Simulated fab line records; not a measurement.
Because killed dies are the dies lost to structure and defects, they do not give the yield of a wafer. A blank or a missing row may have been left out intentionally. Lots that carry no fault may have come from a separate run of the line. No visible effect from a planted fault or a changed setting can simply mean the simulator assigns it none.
A lot that was struck, set against a sound lot | flow n5_finfet | 14 out of 1938 route steps
Sound: wafers L179.2, L179.4, L179.5. The struck wafers were L182.1, L182.3, L182.6. The cause is given at the end.
For every step that has rows: the tool of each side, followed by ch and its chambers, followed by its first start. Under that, the readings that differ: sound wafers | struck wafers | difference of the means | sigmas: that difference in standard deviations of wafers without a fault.
alike: readings whose means differ by less than 2 such deviations, and words and numbers that are the same on both sides. not compared: withheld readings, readings that some wafer has no value for, bounds like >300 that may hide the same value, and numbers for which the record gives no deviation and whose values overlap.
Wherever a step has rows on one side only, a row that says differs or no value, or a row with sigmas, the two part there. Numbers that have no deviation but don't overlap get no sigmas and don't part them. Lack of a reading on every wafer of one side parts them only where that side has two or more wafers.

first, 1 step without rows for these wafers: N5_BEOL_M4_STRIP_75 (strips in N2/H2).
N5_BEOL_M4_STRIP_66: strips in CF4.
  sound on rie_diel-06 ch 0,1,2, day 8 19:19; struck on rie_diel-01 ch 0,1,2, day 9 07:04
  alike: drypump_motor_current_A, oes_product_au, rf_vpp_V, showerhead_plenum_p_Torr, throttle_valve_pct
  not compared: rf_hours_counter_h
N5_BEOL_M4_HM_OPEN_17: chemistry Cl2/BCl3, target TiN, target depth 20 nm, overetch 6 nm.
  sound on rie_metal-03 ch 0,1, day 8 19:21; struck on rie_metal-03 ch 1, day 9 07:07
  alike: drypump_motor_current_A, mfc_cl2_sccm, oes_product_au, throttle_valve_pct
  not compared: rf_hours_counter_h
N5_BEOL_M4_STRIP_19: strips in O2.
  sound on rie_diel-06 ch 1,2,3, day 8 19:32; struck on rie_diel-03 ch 0,1,3, day 9 07:17
  alike: drypump_motor_current_A, oes_product_au, rf_vpp_V, showerhead_plenum_p_Torr, throttle_valve_pct
  not compared: rf_hours_counter_h
N5_BEOL_M4_CD_MEAS_18: pitch 36 nm, target cd 18 nm.
  sound on cd_sem-03, day 8 19:36; struck on cd_sem-02, day 9 07:21
  alike: cd_nm
then, 7 steps without rows for these wafers: N5_BEOL_M4_COAT_67 (time 60 s, resist thk 60 nm); N5_BEOL_M4_COAT_68 (time 60 s, resist thk 12 nm); N5_BEOL_M4_COAT_76 (time 60 s, resist thk 5 nm); N5_BEOL_M4_COAT_22 (resist thk 30 nm); N5_BEOL_M4_EBR_24; N5_BEOL_M4_SOFTBAKE_23 (time 60 s); N5_BEOL_M4_EXPOSE_25 (exposes mask V3, defocus 5 nm).
N5_BEOL_M4_PEB_26: peb time 60 s.
  sound on litho_track-04 ch 0, day 8 19:52; struck on litho_track-03, day 9 07:43
  no value came back on the struck wafers for chill_plate_temp_C (C), exhaust_pa (Pa); on the sound wafers chill_plate_temp_C (C) reads 22.84 23.06 22.88
then, 1 step without rows for these wafers: N5_BEOL_M4_DEVELOP_27 (develop time 30 s).

## WHERE THEY PART
At N5_BEOL_M4_PEB_26 and nowhere else, as far as this record goes.

WHY: the cause the simulator had injected
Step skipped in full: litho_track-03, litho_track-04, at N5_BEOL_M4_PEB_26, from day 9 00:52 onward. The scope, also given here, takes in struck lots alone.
